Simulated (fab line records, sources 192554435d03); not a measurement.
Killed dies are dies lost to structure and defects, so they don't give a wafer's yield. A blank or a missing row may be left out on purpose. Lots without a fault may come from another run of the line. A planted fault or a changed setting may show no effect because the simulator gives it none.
Split-lot experiment | flow n5_finfet | 7 lots, 21 wafers read, on a route of 1938 steps

THE SPLIT
At N5_BEOL_M13_EXPOSE_25 (exposes mask M13, target cd 210 nm), the setting dose_mj was moved away from the recipe's 22 on 11 of the 21 wafers read, by -6.0% to +7.0%. The other wafers ran this setting at the recipe's value.

FROM THE SPLIT TO THE READING: what the file shows between them, 2 steps
- N5_BEOL_M13_DEVELOP_27: develop time 45 s (also split here: develop_time_s)
- N5_BEOL_M13_HARDBAKE_32: time 120 s

THE READING
cd_nm, in nm, at N5_BEOL_M13_CD_MEAS_28 (target cd 209.5 nm). Fault-free wafers of this fab line usually give 209.0 nm, standard deviation 0.97 nm.

wafer  | tool, chamber at the split | dose_mj as run | against the recipe | cd_nm, nm | against lot-mates on the recipe
L077.2 | krf_scanner-02, 0          | 23.26          | +5.7%              | 215.4     | +4.8
L077.3 | krf_scanner-02, 0          | 23.26          | +5.7%              | 213.5     | +2.9
L077.5 | krf_scanner-02, 0          | 22             | recipe             | 210.6     | -
L079.2 | krf_scanner-02, 0          | 23.55          | +7.0%              | 215.0     | +5.9
L079.4 | krf_scanner-02, 0          | 23.55          | +7.0%              | 214.7     | +5.6
L079.6 | krf_scanner-02, 0          | 22             | recipe             | 209.1     | -
L081.4 | krf_scanner-02, 0          | 20.67          | -6.0%              | 201.8     | -7.5
L081.5 | krf_scanner-02, 0          | 20.67          | -6.0%              | 201.9     | -7.4
L081.6 | krf_scanner-02, 0          | 22             | recipe             | 209.3     | -
L083.2 | krf_scanner-01, 0          | 22             | recipe             | 209.1     | -
L083.3 | krf_scanner-01, 0          | 22             | recipe             | 209.3     | -
L083.5 | krf_scanner-01, 0          | 22             | recipe             | 209.4     | -
L084.1 | krf_scanner-02, 0          | 21.07          | -4.2%              | 205.4     | -2.5
L084.4 | krf_scanner-02, 0          | 21.07          | -4.2%              | 203.5     | -4.4
L084.6 | krf_scanner-02, 0          | 22             | recipe             | 207.9     | -
L090.3 | krf_scanner-02, 0          | 22             | recipe             | 209.8     | -
L090.4 | krf_scanner-02, 0          | 20.72          | -5.8%              | 202.8     | -7.0
L090.5 | krf_scanner-02, 0          | 20.72          | -5.8%              | 201.7     | -8.1
L092.1 | krf_scanner-02, 0          | 22             | recipe             | 210.5     | -
L092.2 | krf_scanner-02, 0          | 21.46          | -2.5%              | 205.8     | -3.4
L092.4 | krf_scanner-02, 0          | 22             | recipe             | 208.0     | -

THE FIT
A straight line over all 21 wafers: cd_nm changes by +1.02 nm for each +1% of dose_mj; r = +0.97; the points scatter about the line by 0.99 nm.
The same after taking each lot's own level away (the mean of its wafers on the recipe; 21 wafers): +0.965 nm for each +1%; r = +0.97; scatter 1.1 nm.
On that fit, the largest move of dose_mj shifts the reading by 6.8 nm.
The lots' own levels span 207.90 to 210.60 nm, that is 2.8 times the standard deviation above.
So the lot-to-lot level changes the slope little: the two slopes agree.
Check: with one of the wafers moved furthest among these (+7.0%) left out of the fit, the line predicts +6.29 nm for it against its lot-mates. It came out at +5.9 nm against them.

OTHER SPLITS ON THESE WAFERS
These wafers also went through other splits before the reading. Each is held against what the fit with the lots' levels taken away leaves over:
other split on the same wafers        | wafers away from the commonest value | r with cd_nm (lot level and that fit taken away)
N5_BEOL_M7_VIA_ETCH_34 source_w       | 4                                    | -0.19
N5_BEOL_M9_HM_DEP_02 target_thk_a     | 7                                    | +0.22
N5_BEOL_M9_EXPOSE_25 dose_mj          | 8                                    | +0.49
N5_BEOL_M10_EXPOSE_25 dose_mj         | 9                                    | +0.14
N5_BEOL_M10_VIA_ETCH_34 time_s        | 6                                    | -0.24
N5_BEOL_M11_TRENCH_ETCH_37 bias_w     | 7                                    | +0.28
N5_BEOL_M12_ETCH_68 time_s            | 8                                    | +0.05
N5_BEOL_M12_SPUTTER_43 power_w        | 6                                    | +0.17
N5_BEOL_M13_DEVELOP_27 develop_time_s | 5                                    | +0.56

THE WHOLE CHAIN: every reading that the file lists as answering this split, in the file's order
step                   | what it does                                           | reading                                                         | change (the file's fit)               | r (the file's)
N5_BEOL_M13_CD_MEAS_28 | target cd 209.5 nm                                     | cd_nm                                                           | +0.985 nm for each +1% of the setting | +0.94
N5_BEOL_M13_DESCUM_33  | chemistry O2, time 7.9 s                               | BEOL_M13.cd_nm (the simulator's own value, which no gauge read) | +0.977 nm for each +1% of the setting | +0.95
N5_BEOL_M13_ETCH_67    | etches SiARC in CF4, target depth 143 nm, time 238.3 s | BEOL_M13.cd_nm (the simulator's own value, which no gauge read) | +0.911 nm for each +1% of the setting | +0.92
N5_BEOL_M13_ETCH_68    | etches SOC in N2/H2, time 355 s                        | BEOL_M13.cd_nm (the simulator's own value, which no gauge read) | +1.04 nm for each +1% of the setting  | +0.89

THE FILE'S OWN FIT
cd_nm changes by +0.985 nm for each +1% of dose_mj, r = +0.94.
